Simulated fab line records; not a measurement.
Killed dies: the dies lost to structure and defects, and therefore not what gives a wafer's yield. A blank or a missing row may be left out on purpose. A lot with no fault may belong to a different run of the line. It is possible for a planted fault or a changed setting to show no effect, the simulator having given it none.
Matching of chambers | flow nand_harc | NHARC_A_STAIRCASE_STRIP_476 on rie_diel-11 has 4 sister chambers
The step strips in O2, time 20 s. 4 wafers are shown with their chamber, then 12 later ones without.

## WAFERS, EACH WITH ITS CHAMBER
wafer  | chamber | drypump_motor_current_A (A)
L080.6 | 3       | 6.0
L090.1 | 0       | 6.1
L090.4 | 2       | 6.4
L090.5 | 1       | 5.7

## WAFERS WITHOUT THEIR CHAMBER
wafer  | drypump_motor_current_A (A)
L089.1 | 5.7
L089.4 | 6.0
L089.5 | 6.0
L091.1 | 6.0
L091.3 | 6.4
L091.6 | 6.0
L095.1 | 6.1
L095.4 | 5.7
L095.5 | 5.6
L096.1 | 6.2
L096.2 | 6.0
L096.6 | 6.1

## EACH ONE'S CHAMBER
wafer  | from the rows above | in truth
L089.1 | 1                   | 1
L089.4 | 3                   | 3
L089.5 | 3                   | 3
L091.1 | 3                   | 3
L091.3 | 2                   | 2
L091.6 | 3                   | 3
L095.1 | 0                   | 0
L095.4 | 1                   | 1
L095.5 | 1                   | 1
L096.1 | 0                   | 0
L096.2 | 3                   | 3
L096.6 | 0                   | 0
Placed correctly: 12 of 12. From these rows, 0 cannot be placed. Number placed wrongly: 0.
How it was worked out, from the rows above alone: a wafer's distance from a chamber is the root of the sum, over the readings, of the square of ((its reading less the chamber's mean) divided by the reading's scatter). If the next closest chamber is less than 2 further off than the closest, the wafer can't be placed; otherwise it belongs to the closest. For every chamber, the mean is computed from those of its wafers that are shown. The scatter: with one shown wafer a chamber, the root of the mean of the squares of how far each hidden wafer lies from its nearest shown one.
